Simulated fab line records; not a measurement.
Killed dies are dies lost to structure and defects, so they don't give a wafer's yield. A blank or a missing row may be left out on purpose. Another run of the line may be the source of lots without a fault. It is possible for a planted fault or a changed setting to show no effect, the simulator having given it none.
Matching of chambers + flow n5_finfet + N5_BEOL_M3_ALD_98 on ald_sin-04: 4 sister chambers
The step deposits SiO2, target thk 2.5 nm, pulse time 1 s, co reactant pulse time 1 s. 8 wafers are shown with their chamber, then 8 later ones without.

## WAFERS WITH THEIR CHAMBER
| wafer  | chamber | heater_power_w (W) | precursor_pulse_height_rel |
|--------|---------|--------------------|----------------------------|
| L075.2 | 3       | 75                 | 1.020                      |
| L081.2 | 0       | 74                 | 1.004                      |
| L082.1 | 1       | 72                 | 1.027                      |
| L082.2 | 0       | 75                 | 0.964                      |
| L085.1 | 1       | 70                 | 0.976                      |
| L085.3 | 3       | 73                 | 1.048                      |
| L085.6 | 2       | 82                 | 0.999                      |
| L087.1 | 2       | 84                 | 1.005                      |

## WAFERS WITH NO CHAMBER GIVEN
| wafer  | heater_power_w (W) | precursor_pulse_height_rel |
|--------|--------------------|----------------------------|
| L087.4 | 75                 | 1.028                      |
| L087.6 | 71                 | 1.008                      |
| L092.2 | 72                 | 0.995                      |
| L092.3 | 73                 | 0.970                      |
| L092.5 | 72                 | 0.979                      |
| L097.1 | 82                 | 1.010                      |
| L097.2 | 75                 | 0.984                      |
| L097.6 | 73                 | 1.006                      |

## EACH ONE'S CHAMBER
| wafer  | from the rows above          | in truth                   |
|--------|------------------------------|----------------------------|
| L087.4 | can't be placed: 3 or 0      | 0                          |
| L087.6 | 1                            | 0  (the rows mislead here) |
| L092.2 | can't be placed: 1 or 0 or 3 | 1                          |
| L092.3 | can't be placed: 0 or 1 or 3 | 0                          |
| L092.5 | can't be placed: 1 or 0 or 3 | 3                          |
| L097.1 | 2                            | 2                          |
| L097.2 | can't be placed: 0 or 3      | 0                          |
| L097.6 | can't be placed: 3 or 0 or 1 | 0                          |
Placed correctly: 1 of 8. Can't be placed from these rows: 6 (the true chamber is among the candidates in 6). 1 placed wrongly.
How it was worked out, from the rows above alone: a wafer's distance from a chamber is the root of the sum, over the readings, of the square of ((its reading less the chamber's mean) divided by the reading's scatter). The wafer belongs to the nearest chamber; if the next one is less than 2 further off, it can't be placed. A chamber's mean is the mean of its shown wafers. The scatter: take each reading less its chamber's mean, square it, sum over the shown wafers, divide by the number of wafers less the number of chambers, and take the root.
